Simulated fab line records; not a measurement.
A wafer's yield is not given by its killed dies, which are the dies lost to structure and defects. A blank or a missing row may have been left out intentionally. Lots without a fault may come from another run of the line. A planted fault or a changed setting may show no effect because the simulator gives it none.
Chamber matching	flow n5 finfet	rie diel-05 running N5_BEOL_M1_ETCHBACK_99: 4 sister chambers
The step etches SiO2 in CHF3, target depth 5 nm, time 10.4 s. 4 wafers are shown with their chamber, then 7 later ones without.

== WAFERS PAIRED WITH THEIR CHAMBERS ==
wafer	chamber	showerhead plenum p Torr (Torr)
L081.3	3	2.19
L081.6	1	2.23
L083.3	0	2.21
L083.4	2	2.05

== WAFERS MISSING THEIR CHAMBER ==
wafer	showerhead plenum p Torr (Torr)
L083.6	2.23
L089.3	2.05
L089.4	2.23
L089.6	2.05
L095.2	2.04
L095.3	2.22
L095.5	2.18

== WHICH CHAMBER EACH ONE RAN IN ==
wafer	from the rows above	in truth
L083.6	1	1
L089.3	2	2
L089.4	1	1
L089.6	2	2
L095.2	2	2
L095.3	can't be placed: 1 or 0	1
L095.5	3	3
Placed correctly: 6 of 7. From these rows, 1 cannot be placed; in 1 the true chamber is one of the candidates. 0 placed wrongly.
How it was worked out, from the rows above alone: a wafer's distance from a chamber is the root of the sum, over the readings, of the square of ((its reading less the chamber's mean) divided by the reading's scatter). The wafer belongs to the nearest chamber; if the next one is less than 2 further off, it can't be placed. A chamber's mean is the mean of its shown wafers. The scatter (one wafer shown for each chamber): square how far every hidden wafer sits from the nearest shown wafer, average those squares and take the square root.
